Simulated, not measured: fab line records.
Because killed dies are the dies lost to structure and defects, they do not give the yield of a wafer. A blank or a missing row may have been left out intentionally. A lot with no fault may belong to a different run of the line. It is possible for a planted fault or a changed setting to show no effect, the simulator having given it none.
Matching of chambers || flow n5-finfet || rie-diel-03 running N5_BEOL_M7_DESCUM_16: 4 sister chambers
The step chemistry O2, time 7.9 s. 4 wafers are shown with their chamber, then 8 later ones without.

EACH WAFER AND ITS CHAMBER
{"wafer": "L080.1", "chamber": 0, "drypump-motor-current-A (A)": 6.4}
{"wafer": "L080.4", "chamber": 1, "drypump-motor-current-A (A)": 6.0}
{"wafer": "L081.5", "chamber": 2, "drypump-motor-current-A (A)": 5.5}
{"wafer": "L084.1", "chamber": 3, "drypump-motor-current-A (A)": 5.6}

WAFERS MISSING THEIR CHAMBER
{"wafer": "L084.3", "drypump-motor-current-A (A)": 5.5}
{"wafer": "L084.4", "drypump-motor-current-A (A)": 6.4}
{"wafer": "L087.3", "drypump-motor-current-A (A)": 6.0}
{"wafer": "L087.5", "drypump-motor-current-A (A)": 5.9}
{"wafer": "L087.6", "drypump-motor-current-A (A)": 6.4}
{"wafer": "L096.1", "drypump-motor-current-A (A)": 5.5}
{"wafer": "L096.5", "drypump-motor-current-A (A)": 6.4}
{"wafer": "L096.6", "drypump-motor-current-A (A)": 6.1}

EACH ONE'S CHAMBER
{"wafer": "L084.3", "from the rows above": 2, "in truth": 2}
{"wafer": "L084.4", "from the rows above": 0, "in truth": 0}
{"wafer": "L087.3", "from the rows above": 1, "in truth": 1}
{"wafer": "L087.5", "from the rows above": 1, "in truth": 1}
{"wafer": "L087.6", "from the rows above": 0, "in truth": 0}
{"wafer": "L096.1", "from the rows above": 2, "in truth": 2}
{"wafer": "L096.5", "from the rows above": 0, "in truth": 0}
{"wafer": "L096.6", "from the rows above": 1, "in truth": 1}
Correct placement for 8 of the 8. Not placeable from these rows: 0. Placed wrongly: 0.
How it was worked out, from the rows above alone: a wafer's distance from a chamber is the root of the sum, over the readings, of the square of ((its reading less the chamber's mean) divided by the reading's scatter). If the next closest chamber is less than 2 further off than the closest, the wafer can't be placed; otherwise it belongs to the closest. Each chamber's mean is taken over the wafers shown for it. The scatter: with one shown wafer a chamber, the root of the mean of the squares of how far each hidden wafer lies from its nearest shown one.
